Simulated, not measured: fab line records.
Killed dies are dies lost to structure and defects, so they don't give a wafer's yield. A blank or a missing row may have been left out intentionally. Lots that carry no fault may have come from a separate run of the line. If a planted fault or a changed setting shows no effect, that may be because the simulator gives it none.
The tool behind it: which one? / flow nand_harc / Sampling: 13 lots, 39 wafers, 5 of 1302 route steps

## WHAT THE GAUGES SHOWED, per wafer
NHARC_THIN_TSV_CD_MEAS_33 targets a cd of 5000 nm. Usual: cd_nm at 4999.2 nm, with a standard deviation of 1.8.
lot=L434; measured=day 24 04:46; on=cd_sem-01; cd_nm (nm)=5000.3 4998.8 4997.6; flag=
lot=L437; measured=day 25 00:13; on=cd_sem-02; cd_nm (nm)=4998.4 4998.9 5000.1; flag=
lot=L435; measured=day 25 01:35; on=cd_sem-01; cd_nm (nm)=5000.0 4997.7 4997.9; flag=
lot=L438; measured=day 25 12:25; on=cd_sem-02; cd_nm (nm)=4999.1 4997.9 4998.2; flag=
lot=L440; measured=day 26 13:17; on=cd_sem-01; cd_nm (nm)=4996.7 4996.8 4999.7; flag=
lot=L439; measured=day 27 02:58; on=cd_sem-03; cd_nm (nm)=4999.7 4995.8 5001.4; flag=
lot=L442; measured=day 27 15:32; on=cd_sem-03; cd_nm (nm)=5003.3 5000.4 5000.7; flag=
lot=L441; measured=day 27 14:05; on=cd_sem-03; cd_nm (nm)=5003.2 4999.2 5001.0; flag=
lot=L443; measured=day 27 17:08; on=cd_sem-02; cd_nm (nm)=5001.8 5002.1 4999.3; flag=
lot=L446; measured=day 28 16:44; on=cd_sem-02; cd_nm (nm)=5001.3 4996.3 4997.1; flag=
lot=L451; measured=day 31 13:44; on=cd_sem-01; cd_nm (nm)=4999.9 4998.7 5000.5; flag=
lot=L453; measured=day 32 08:40; on=cd_sem-01; cd_nm (nm)=4998.9 4998.0 4999.5; flag=
lot=L454; measured=day 33 17:59; on=cd_sem-03; cd_nm (nm)=5001.7 5000.1 4999.2; flag=

NHARC_END_SORT_01. Usual: defect_limited_yield 91.5 %, standard deviation 2.4; killed_at_array 52, standard deviation 17; killed_at_other 0.9, standard deviation 1.2; killed_at_periphery 3.9, standard deviation 2.7; killed_dies 57, standard deviation 16; killed_open 3.3, standard deviation 1.9; killed_short 2.5, standard deviation 1.5; sort_bin_2_pct 3.0 %, standard deviation 1.2; sort_bin_3_pct 0.6 %, standard deviation 0.34; sort_bin_4_pct 4.8 %, standard deviation 1.3; sort_n_pass 620, standard deviation 16; sort_rim_yield_pct 89 %, standard deviation 4.3; sort_yield_pct 91.5 %, standard deviation 2.4.
lot=L438; measured=day 25 22:12; on=prober-01; defect_limited_yield (%)=92.6 89.5 89.5; killed_at_array=50 66 68; killed_at_other=0 0 2; killed_at_periphery=0 5 1; killed_dies=50 71 71; killed_open=2 4 2; killed_short=1 6 4; sort_bin_2_pct (%)=3.0 3.8 4.7; sort_bin_3_pct (%)=0.3 1.0 0.3; sort_bin_4_pct (%)=4.1 5.6 5.5; sort_n_pass=627 606 606; sort_rim_yield_pct (%)=94 92 84; sort_yield_pct (%)=92.6 89.5 89.5; flag=
lot=L440; measured=day 26 23:50; on=prober-02; defect_limited_yield (%)=88.3 89.4 89.4; killed_at_array=76 71 71; killed_at_other=0 0 0; killed_at_periphery=3 1 1; killed_dies=79 72 72; killed_open=1 2 3; killed_short=3 1 6; sort_bin_2_pct (%)=4.6 3.8 4.7; sort_bin_3_pct (%)=1.5 0.7 1.0; sort_bin_4_pct (%)=5.6 6.1 4.9; sort_n_pass=598 605 605; sort_rim_yield_pct (%)=94 92 92; sort_yield_pct (%)=88.3 89.4 89.4; flag=
lot=L441; measured=day 28 03:07; on=prober-01; defect_limited_yield (%)=90.5; killed_at_array=58; killed_at_other=1; killed_at_periphery=5; killed_dies=64; killed_open=3; killed_short=3; sort_bin_2_pct (%)=3.0; sort_bin_3_pct (%)=1.2; sort_bin_4_pct (%)=5.3; sort_n_pass=613; sort_rim_yield_pct (%)=85; sort_yield_pct (%)=90.5; flag=
lot=L443; measured=day 28 06:49; on=prober-02; defect_limited_yield (%)=52.1 91.9 90.8; killed_at_array=316 48 55; killed_at_other=3 2 2; killed_at_periphery=5 5 5; killed_dies=324 55 62; killed_open=2 4 3; killed_short=2 1 2; sort_bin_2_pct (%)=16.4 3.4 3.2; sort_bin_3_pct (%)=3.8 0.9 1.0; sort_bin_4_pct (%)=27.6 3.8 4.9; sort_n_pass=353 622 615; sort_rim_yield_pct (%)=52 90 92; sort_yield_pct (%)=52.1 91.9 90.8; flag=OFF
lot=L446; measured=day 29 06:17; on=prober-02; defect_limited_yield (%)=54.1 51.1 52.0; killed_at_array=303 324 318; killed_at_other=0 1 3; killed_at_periphery=8 6 4; killed_dies=311 331 325; killed_open=1 1 5; killed_short=2 2 1; sort_bin_2_pct (%)=16.5 17.9 16.0; sort_bin_3_pct (%)=3.2 3.8 3.0; sort_bin_4_pct (%)=26.1 27.2 29.1; sort_n_pass=366 346 352; sort_rim_yield_pct (%)=55 51 49; sort_yield_pct (%)=54.1 51.1 52.0; flag=OFF

## TOOL THAT RAN EACH LOT (tool first, then ch and the chambers of the sampled wafers, then the start)
lot=L434; NHARC_A_M1_ECD_22=ecd_cu-01 ch 0,1, day 23 04:19; NHARC_A_BONDPAD_PVD_17=pvd_sputter-03, day 23 09:19 or earlier; NHARC_A_BONDPAD_ANNEAL_28=rtp_anneal-01 ch 0, day 23 09:19
lot=L437; NHARC_A_M1_ECD_22=ecd_cu-01 ch 0,1, day 23 23:41; NHARC_A_BONDPAD_PVD_17=pvd_sputter-01, day 24 04:49 or earlier; NHARC_A_BONDPAD_ANNEAL_28=rtp_anneal-01 ch 0, day 24 04:49
lot=L435; NHARC_A_M1_ECD_22=ecd_cu-01 ch 0, day 24 01:28; NHARC_A_BONDPAD_PVD_17=pvd_sputter-02, day 24 06:33 or earlier; NHARC_A_BONDPAD_ANNEAL_28=rtp_anneal-01 ch 0, day 24 06:33
lot=L438; NHARC_A_M1_ECD_22=ecd_cu-02 ch 0,1, day 24 11:02; NHARC_A_BONDPAD_PVD_17=pvd_sputter-01, day 24 15:55 or earlier; NHARC_A_BONDPAD_ANNEAL_28=rtp_anneal-01 ch 0, day 24 15:55
lot=L440; NHARC_A_M1_ECD_22=ecd_cu-02 ch 0,1, day 25 13:10; NHARC_A_BONDPAD_PVD_17=pvd_sputter-01, day 25 18:12 or earlier; NHARC_A_BONDPAD_ANNEAL_28=rtp_anneal-01 ch 0, day 25 18:12
lot=L439; NHARC_A_M1_ECD_22=ecd_cu-01 ch 0,1, day 26 02:49; NHARC_A_BONDPAD_PVD_17=pvd_sputter-02, day 26 07:58 or earlier; NHARC_A_BONDPAD_ANNEAL_28=rtp_anneal-01 ch 0, day 26 07:58
lot=L442; NHARC_A_M1_ECD_22=ecd_cu-02 ch 0,1, day 26 11:53; NHARC_A_BONDPAD_PVD_17=pvd_sputter-03, day 26 16:55 or earlier; NHARC_A_BONDPAD_ANNEAL_28=rtp_anneal-02 ch 0, day 26 16:55
lot=L441; NHARC_A_M1_ECD_22=ecd_cu-02 ch 0,1, day 26 12:59; NHARC_A_BONDPAD_PVD_17=pvd_sputter-03, day 26 18:08 or earlier; NHARC_A_BONDPAD_ANNEAL_28=rtp_anneal-02 ch 0, day 26 18:08
lot=L443; NHARC_A_M1_ECD_22=ecd_cu-02 ch 0,1, day 26 17:17; NHARC_A_BONDPAD_PVD_17=pvd_sputter-01, day 26 22:22 or earlier; NHARC_A_BONDPAD_ANNEAL_28=rtp_anneal-01 ch 0, day 26 22:22
lot=L446; NHARC_A_M1_ECD_22=ecd_cu-02 ch 1, day 27 14:28; NHARC_A_BONDPAD_PVD_17=pvd_sputter-01, day 27 20:32 or earlier; NHARC_A_BONDPAD_ANNEAL_28=rtp_anneal-02 ch 0, day 27 20:32
lot=L451; NHARC_A_M1_ECD_22=ecd_cu-01 ch 1, day 30 14:26; NHARC_A_BONDPAD_PVD_17=pvd_sputter-03, day 30 19:28 or earlier; NHARC_A_BONDPAD_ANNEAL_28=rtp_anneal-01 ch 0, day 30 19:28
lot=L453; NHARC_A_M1_ECD_22=ecd_cu-01 ch 0,1, day 31 04:15; NHARC_A_BONDPAD_PVD_17=pvd_sputter-02, day 31 09:11 or earlier; NHARC_A_BONDPAD_ANNEAL_28=rtp_anneal-02 ch 0, day 31 09:11
lot=L454; NHARC_A_M1_ECD_22=ecd_cu-01 ch 0,1, day 32 16:57; NHARC_A_BONDPAD_PVD_17=pvd_sputter-02, day 32 21:56 or earlier; NHARC_A_BONDPAD_ANNEAL_28=rtp_anneal-02 ch 0, day 32 21:56
- NHARC_A_M1_ECD_22: material Cu, target thk 400 nm.
- NHARC_A_BONDPAD_PVD_17: deposits TaN, target thk 5 nm, time 8.06 s.
- NHARC_A_BONDPAD_ANNEAL_28: time 90 s.

## WHAT THE TOOLS THEMSELVES READ (means of the sampled wafers that have a number; where no wafer has one, the mark that the record gives instead)
NHARC_A_BONDPAD_PVD_17. Usual: throttle_valve_pct at 29.9 %, with a standard deviation of 1.2.
lot=L434; tool=pvd_sputter-03; throttle_valve_pct (%)=29.4; flag=
lot=L437; tool=pvd_sputter-01; throttle_valve_pct (%)=29.2; flag=
lot=L435; tool=pvd_sputter-02; throttle_valve_pct (%)=31.1; flag=
lot=L438; tool=pvd_sputter-01; throttle_valve_pct (%)=29.3; flag=
lot=L440; tool=pvd_sputter-01; throttle_valve_pct (%)=29.9; flag=
lot=L439; tool=pvd_sputter-02; throttle_valve_pct (%)=29.3; flag=
lot=L442; tool=pvd_sputter-03; throttle_valve_pct (%)=29.4; flag=
lot=L441; tool=pvd_sputter-03; throttle_valve_pct (%)=29.2; flag=
lot=L443; tool=pvd_sputter-01; throttle_valve_pct (%)=29.1; flag=
lot=L446; tool=pvd_sputter-01; throttle_valve_pct (%)=29.0; flag=
lot=L451; tool=pvd_sputter-03; throttle_valve_pct (%)=29.9; flag=
lot=L453; tool=pvd_sputter-02; throttle_valve_pct (%)=30.8; flag=
lot=L454; tool=pvd_sputter-02; throttle_valve_pct (%)=31.0; flag=

NHARC_A_BONDPAD_ANNEAL_28. Usual: anneal_temp_c_max 225.83, standard deviation 0.27; wafer_temp_C_max 226.29, standard deviation 0.26.
lot=L434 tool=rtp_anneal-01 anneal_temp_c_max=225.96 wafer_temp_C_max=226.00 flag=
lot=L437 tool=rtp_anneal-01 anneal_temp_c_max=225.99 wafer_temp_C_max=226.17 flag=
lot=L435 tool=rtp_anneal-01 anneal_temp_c_max=226.01 wafer_temp_C_max=226.12 flag=
lot=L438 tool=rtp_anneal-01 anneal_temp_c_max=226.56 wafer_temp_C_max=226.28 flag=
lot=L440 tool=rtp_anneal-01 anneal_temp_c_max=225.86 wafer_temp_C_max=226.12 flag=
lot=L439 tool=rtp_anneal-01 anneal_temp_c_max=225.84 wafer_temp_C_max=226.30 flag=
lot=L442 tool=rtp_anneal-02 anneal_temp_c_max=225.59 wafer_temp_C_max=226.47 flag=
lot=L441 tool=rtp_anneal-02 anneal_temp_c_max=225.67 wafer_temp_C_max=226.40 flag=
lot=L443 tool=rtp_anneal-01 anneal_temp_c_max=225.99 wafer_temp_C_max=226.05 flag=
lot=L446 tool=rtp_anneal-02 anneal_temp_c_max=225.67 wafer_temp_C_max=226.44 flag=
lot=L451 tool=rtp_anneal-01 anneal_temp_c_max=225.81 wafer_temp_C_max=226.33 flag=
lot=L453 tool=rtp_anneal-02 anneal_temp_c_max=225.63 wafer_temp_C_max=226.25 flag=
lot=L454 tool=rtp_anneal-02 anneal_temp_c_max=225.51 wafer_temp_C_max=226.48 flag=

## THE ANSWER, worked out from the rows above alone
Rule: a lot is off if the mean of its wafers that have a number lies more than 3 standard deviations from the usual mean. Also off: a lot with no number at a reading for which 4 or more lots have one. Where the step has rows for the other lots, those lots are counted as sound. First the gauges in route order, then the tools' own readings, where a lot's mean is used as printed above. At the first step where some lot is off, the reading lying furthest off is the one used; lots without a number count as furthest.
Off: L443, L446, at NHARC_END_SORT_01 (sort_bin_4_pct). Neither off nor sound, because the step has no rows for them: L434, L437, L435, L439, L442, L451, L453, L454.
A tool fits if, at a process step before that reading, it ran every lot that is off, and no sound lot after the first of them. Those tools and the gauges at NHARC_END_SORT_01 are tried in the same way. NHARC_A_BONDPAD_PVD_17 gives no start for some lots, so the hours and the order of its lots are those of NHARC_A_BONDPAD_ANNEAL_28. Can't be told from this: 3 tools fit, ecd_cu-02 at NHARC_A_M1_ECD_22, pvd_sputter-01 at NHARC_A_BONDPAD_PVD_17, prober-02 at NHARC_END_SORT_01.

## WHAT THE SIMULATOR HAD PUT IN
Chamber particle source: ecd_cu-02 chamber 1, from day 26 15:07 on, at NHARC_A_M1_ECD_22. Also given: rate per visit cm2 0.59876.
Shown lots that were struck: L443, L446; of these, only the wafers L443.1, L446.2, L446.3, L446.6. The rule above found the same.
